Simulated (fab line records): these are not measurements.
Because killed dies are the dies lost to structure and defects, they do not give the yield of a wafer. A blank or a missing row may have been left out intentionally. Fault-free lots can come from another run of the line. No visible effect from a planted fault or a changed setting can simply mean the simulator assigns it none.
Code-filled problem report in 8D (eight disciplines) form + flow n5-finfet + the parts of the form that need people (team, actions taken, sign-off) are left out

## 1. PROBLEM STATEMENT
Wafers without a fault read 63 s, standard deviation 3.3; time-to-endpoint-s at N5_BEOL_M1_CMP_52 reads a mean of 45 s on 3 wafers belonging to 3 lots. Relative to the usual mean, that is a shift of -5.5 standard deviations.
The step: polishes, stops on SiOC, t overpolish 6.8 s, target thk 40 nm.
The first sign was on wafer L199.4 at day 10 12:44, on cmp-04. The record holds 29 wafers of 10 lots with a number at this step. The rule behind "out" and "out of limits": a value lying over 4 standard deviations away from the usual mean. The other wafers with a number count as sound.

## 2. WHAT THIS IS AND IS NOT
| question                    | is                     | is not                                                                          |
|-----------------------------|------------------------|---------------------------------------------------------------------------------|
| which readings at this step | time-to-endpoint-s     | motor-current-A, pad-life-wafers, slurry-filter-dp-kPa                          |
| which lots                  | L199, L200, L201       | L183, L185, L186, L188, L190, L191, L206                                        |
| which wafers of those lots  | L199.4, L200.4, L201.2 | L199.1, L199.5, L200.3, L200.5, L201.1, L201.5                                  |
| read on which tools         | cmp-01, cmp-03, cmp-04 | -                                                                               |
| when                        | from day 10 12:44      | up to then (19 sound wafers); but 7 sound wafers of L200, L201, L206 came after |

## 3. THE SUSPECTS, EACH WITH WHAT RULES IT OUT
Counting: if a tool at a process step up to the reading ran every lot that is out, it stays a suspect. Sound lots after the first of them don't rule it out here, since some wafers of a struck lot are sound.
- ecd-cu-01 at N5_BEOL_M1_ECD_50 (material Cu, target thk 300 nm): kept. It processed each lot that is out (first: L199, day 10 12:12); up to then, its last sound lot is L191 (day 8 09:38).
Left after counting: ecd-cu-01 at N5_BEOL_M1_ECD_50.

## 4. THE CAUSE (what the simulator had put in)
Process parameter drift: ecd-cu-01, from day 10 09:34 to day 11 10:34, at N5_BEOL_M1_ECD_50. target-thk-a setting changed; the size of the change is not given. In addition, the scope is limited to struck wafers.
This tool alone remained once counting was done.

## 5. THE CHAIN OF EFFECTS, in route order
One row per reading whose mean, taken over the struck wafers that have a number, lies over 3 standard deviations from the usual. Only readings whose record carries a usual standard deviation are examined. hours: median over the lots of the time between each lot's start at the first step of this table that gives one and its start at this step. sigmas: the change, counted in usual standard deviations.
| hours | step              | reading            | usual | on struck wafers | change | sigmas |
|-------|-------------------|--------------------|-------|------------------|--------|--------|
| 0     | N5_BEOL_M1_CMP_52 | time-to-endpoint-s | 63 s  | 45               | -18    | -5.5   |
Process steps it contains:
- N5_BEOL_M1_CMP_52: polishes, stops on SiOC, t overpolish 6.8 s, target thk 40 nm.
Later measuring or inspecting steps at which every struck wafer that the step has a row for has a number for every such reading, and none has moved that far: N5_BEOL_M4_RC_MEAS_101.

## 6. WHAT WOULD HAVE CAUGHT IT SOONER
In this record the first reading out of limits was taken at day 10 12:44, 3 hours after the fault began at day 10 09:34.
L201, from the lots that are out (3), started N5_BEOL_M1_ECD_50 on ecd-cu-01 later than day 10 12:44. It would have been spared by a hold on the tool at that moment.
